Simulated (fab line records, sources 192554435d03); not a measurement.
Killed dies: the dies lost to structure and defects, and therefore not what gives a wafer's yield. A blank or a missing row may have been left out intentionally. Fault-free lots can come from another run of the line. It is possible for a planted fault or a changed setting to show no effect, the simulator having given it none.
The tool behind it: which one? | flow n5-finfet | 10 lots with 30 wafers sampled at 5 steps, on a route of 1938 steps

## WHAT EACH GAUGE READ, for each wafer
The record lacks any reading of a measuring or inspecting step that a usual standard deviation could be used to judge.

## EACH LOT AND THE TOOL THAT RAN IT (in order: tool; ch and the chambers of the sampled wafers; start)
lot  | N5_BEOL_M15_ETCH_38                           | N5_MIM_BOT_DEGAS_01          | N5_MIM_TOP_ETCH_ETCH_00           | N5_MIM_BOT_LITHO_DESCUM_10         | N5_PASSIVATION_PROBE_49
L853 | rie-diel-05 ch 1,2,3, day 14 14:58 or earlier | pvd-sputter-01, day 14 14:58 | rie-metal-02 ch 0, day 14 16:16   | rie-diel-04 ch 1,3, day 14 17:02   | -
L854 | rie-diel-06 ch 0,1, day 14 23:40 or earlier   | pvd-sputter-01, day 14 23:40 | rie-metal-02 ch 0,1, day 15 02:25 | rie-diel-04 ch 0,1,3, day 15 03:11 | -
L855 | rie-diel-05 ch 1,2, day 15 03:49 or earlier   | pvd-sputter-03, day 15 03:49 | rie-metal-02 ch 0,1, day 15 07:23 | rie-diel-01 ch 1,3, day 15 08:04   | prober-02, day 15 18:37
L857 | rie-diel-02 ch 0,2,3, day 16 04:28 or earlier | pvd-sputter-02, day 16 04:28 | rie-metal-02 ch 0,1, day 16 06:02 | rie-diel-03 ch 0,2,3, day 16 06:58 | -
L858 | rie-diel-06 ch 0,2, day 16 05:56 or earlier   | pvd-sputter-03, day 16 05:56 | rie-metal-02 ch 0,1, day 16 09:43 | rie-diel-04 ch 0,2, day 16 10:38   | prober-02, day 16 21:41
L861 | rie-diel-02 ch 0,1,3, day 17 02:19 or earlier | pvd-sputter-03, day 17 02:19 | rie-metal-02 ch 0,1, day 17 07:10 | rie-diel-03 ch 1,2,3, day 17 08:22 | prober-02, day 17 17:51
L868 | rie-diel-02 ch 0,2,3, day 18 17:26 or earlier | pvd-sputter-03, day 18 17:26 | rie-metal-03 ch 0,1, day 18 22:22 | rie-diel-03 ch 0,3, day 18 23:01   | -
L871 | rie-diel-06 ch 0,3, day 19 07:08 or earlier   | pvd-sputter-02, day 19 07:08 | rie-metal-01 ch 0,1, day 19 09:10 | rie-diel-03 ch 0,2, day 19 10:51   | -
L872 | rie-diel-02 ch 0,3, day 19 16:04 or earlier   | pvd-sputter-03, day 19 16:04 | rie-metal-02 ch 0,1, day 19 18:06 | rie-diel-01 ch 2,3, day 19 18:55   | -
L873 | rie-diel-06 ch 0,2,3, day 19 16:31 or earlier | pvd-sputter-03, day 19 16:31 | rie-metal-03 ch 0,1, day 19 18:11 | rie-diel-04 ch 0,2, day 19 18:56   | -
- N5_BEOL_M15_ETCH_38: etches SiCN in CF4/N2, target depth 106.4 nm, time 120.5 s.
- N5_MIM_BOT_DEGAS_01: time 60 s.
- N5_MIM_TOP_ETCH_ETCH_00: etches TiN in Cl2/BCl3, target depth 38.5 nm.
- N5_MIM_BOT_LITHO_DESCUM_10: chemistry O2, time 7.9 s.
- N5_PASSIVATION_PROBE_49

## WHAT THE TOOLS THEMSELVES READ (means of the sampled wafers that have a number; where no wafer has one, the mark that the record gives instead)
N5_BEOL_M15_ETCH_38.
lot  | tool        | bias-w (W) | cf4-flow-sccm (sccm) | drypump-motor-current-A (A) | mfc-ar-sccm (sccm) | oes-product-au (a.u.) | rf-vpp-V (V) | showerhead-plenum-p-Torr (Torr) | throttle-valve-pct (%)
L853 | rie-diel-05 | 70.06      | 59.95                | 5.6                         | 100.22             | 0.79                  | 383.7        | 2.24                            | 15.4
L854 | rie-diel-06 | 69.86      | 60.09                | 6.1                         | 99.88              | 0.72                  | 379.8        | 2.12                            | 15.8
L855 | rie-diel-05 | 69.86      | 60.06                | 5.8                         | 100.33             | 0.87                  | 383.0        | 2.26                            | 15.4
L857 | rie-diel-02 | 69.71      | 59.91                | 5.5                         | 100.19             | 0.83                  | 381.8        | 2.20                            | 15.4
L858 | rie-diel-06 | 69.84      | 59.91                | 5.5                         | 99.91              | 0.76                  | 379.6        | 2.09                            | 15.7
L861 | rie-diel-02 | 70.12      | 60.06                | 6.0                         | 100.00             | 0.83                  | 383.9        | 2.26                            | 15.3
L868 | rie-diel-02 | 69.79      | 59.80                | 5.5                         | 100.01             | 0.80                  | 381.2        | 2.19                            | 15.4
L871 | rie-diel-06 | 69.90      | 59.73                | 5.8                         | 99.98              | 0.85                  | 382.2        | 2.24                            | 15.5
L872 | rie-diel-02 | 70.08      | 59.96                | 5.5                         | 99.71              | 0.82                  | 383.0        | 2.23                            | 15.5
L873 | rie-diel-06 | 70.01      | 59.96                | 5.8                         | 99.89              | 0.80                  | 381.5        | 2.19                            | 15.6

N5_MIM_BOT_DEGAS_01.
lot  | tool           | heater-power-w (W)
L853 | pvd-sputter-01 | 440
L854 | pvd-sputter-01 | 450
L855 | pvd-sputter-03 | 391
L857 | pvd-sputter-02 | 445
L858 | pvd-sputter-03 | 388
L861 | pvd-sputter-03 | 421
L868 | pvd-sputter-03 | 432
L871 | pvd-sputter-02 | 441
L872 | pvd-sputter-03 | 388
L873 | pvd-sputter-03 | 387

N5_MIM_TOP_ETCH_ETCH_00.
lot  | tool         | bias-w (W) | drypump-motor-current-A (A) | mfc-ar-sccm (sccm) | oes-product-au (a.u.) | throttle-valve-pct (%)
L853 | rie-metal-02 | 126.1      | 5.9                         | 24.97              | 0.74                  | 22.24
L854 | rie-metal-02 | 125.8      | 5.6                         | 25.03              | 0.78                  | 22.40
L855 | rie-metal-02 | 126.0      | 5.4                         | 25.01              | 0.81                  | 22.58
L857 | rie-metal-02 | 125.9      | 5.4                         | 25.00              | 0.81                  | 22.58
L858 | rie-metal-02 | 103.7      | 5.4                         | 24.93              | 0.76                  | 22.59
L861 | rie-metal-02 | 114.6      | 5.6                         | 24.95              | 0.75                  | 22.43
L868 | rie-metal-03 | 125.8      | 5.3                         | 25.01              | 0.77                  | 22.72
L871 | rie-metal-01 | 126.1      | 5.1                         | 25.06              | 0.84                  | 22.94
L872 | rie-metal-02 | 126.0      | 5.6                         | 25.03              | 0.75                  | 22.43
L873 | rie-metal-03 | 125.9      | 5.2                         | 24.98              | 0.76                  | 22.73

N5_MIM_BOT_LITHO_DESCUM_10.
lot  | tool        | drypump-motor-current-A (A) | oes-product-au (a.u.) | rf-vpp-V (V) | showerhead-plenum-p-Torr (Torr) | throttle-valve-pct (%)
L853 | rie-diel-04 | 6.0                         | 0.85                  | 243.2        | 2.16                            | 20.1
L854 | rie-diel-04 | 5.9                         | 0.79                  | 243.9        | 2.14                            | 20.4
L855 | rie-diel-01 | 5.8                         | 0.83                  | 242.2        | 2.03                            | 20.2
L857 | rie-diel-03 | 5.8                         | 0.84                  | 244.1        | 2.13                            | 20.2
L858 | rie-diel-04 | 5.9                         | 0.78                  | 242.6        | 2.15                            | 20.9
L861 | rie-diel-03 | 5.7                         | 0.81                  | 242.0        | 2.09                            | 20.1
L868 | rie-diel-03 | 6.2                         | 0.86                  | 244.3        | 2.16                            | 20.2
L871 | rie-diel-03 | 5.4                         | 0.74                  | 242.2        | 2.07                            | 20.3
L872 | rie-diel-01 | 6.1                         | 0.77                  | 242.4        | 2.01                            | 20.5
L873 | rie-diel-04 | 5.7                         | 0.81                  | 243.6        | 2.19                            | 20.8

N5_PASSIVATION_PROBE_49.
lot  | tool      | defect-limited-yield (%) | killed_at_M0_to_M3 | killed_at_M4_up | killed-at-contacts | killed-at-front-end | killed-at-other | killed-dies | killed-on-rim | killed-open | killed-short | sort_bin_5_function (%) | sort_bin_6_memory (%) | sort_bin_8_speed (%) | sort-n-pass | sort-yield-pct (%)
L855 | prober-02 | 93.0                     | 24                 | 16              | 7                  | 35                  | 0.3             | 82          | 11            | 55          | 24           | 3.9                     | 2.8                   | 0.00                 | 1098        | 93.0
L858 | prober-02 | 91.6                     | 37                 | 18              | 7                  | 33                  | 4.3             | 99          | 11            | 69          | 27           | 4.9                     | 3.3                   | 0.00                 | 1081        | 91.6
L861 | prober-02 | 93.1                     | 26                 | 14              | 8                  | 31                  | 2.7             | 82          | 10            | 53          | 27           | 4.2                     | 2.4                   | 0.00                 | 1098        | 93.1

## THE ANSWER, worked out from the rows above alone
Rule: what is usual is taken from the lots themselves. Put in order of their means at a reading, lots are off if they are a third of the lots or fewer, leave a main group of 4 or more, and stand apart from it by a gap of 3 or more times the standard deviation of the main group's means; of several such gaps the widest counts. A main group is skipped when, at the precision printed for the reading in the tables above, its means are all equal. Also off: a lot with no number at a reading for which 4 or more lots have one. The other lots that the step has rows for count as sound. Order of review: gauges by route order, followed by the tools' own readings, for which a lot's mean as printed above is used. The first step at which some lot is off is used, and at that step the reading that is off furthest; a lot without a number counts as furthest.
Off, at N5_MIM_TOP_ETCH_ETCH_00 on bias-w: L858, L861. For the main group the mean is 126.0 W and the standard deviation 0.11.
A tool fits if, at that step or a process step before it, it ran every lot that is off, and no sound lot after the first of them. N5_BEOL_M15_ETCH_38: start missing for some lots; hours and lot order therefore follow N5_MIM_BOT_DEGAS_01. None of those tried fits.

## WHAT THE SIMULATOR HAD PUT IN
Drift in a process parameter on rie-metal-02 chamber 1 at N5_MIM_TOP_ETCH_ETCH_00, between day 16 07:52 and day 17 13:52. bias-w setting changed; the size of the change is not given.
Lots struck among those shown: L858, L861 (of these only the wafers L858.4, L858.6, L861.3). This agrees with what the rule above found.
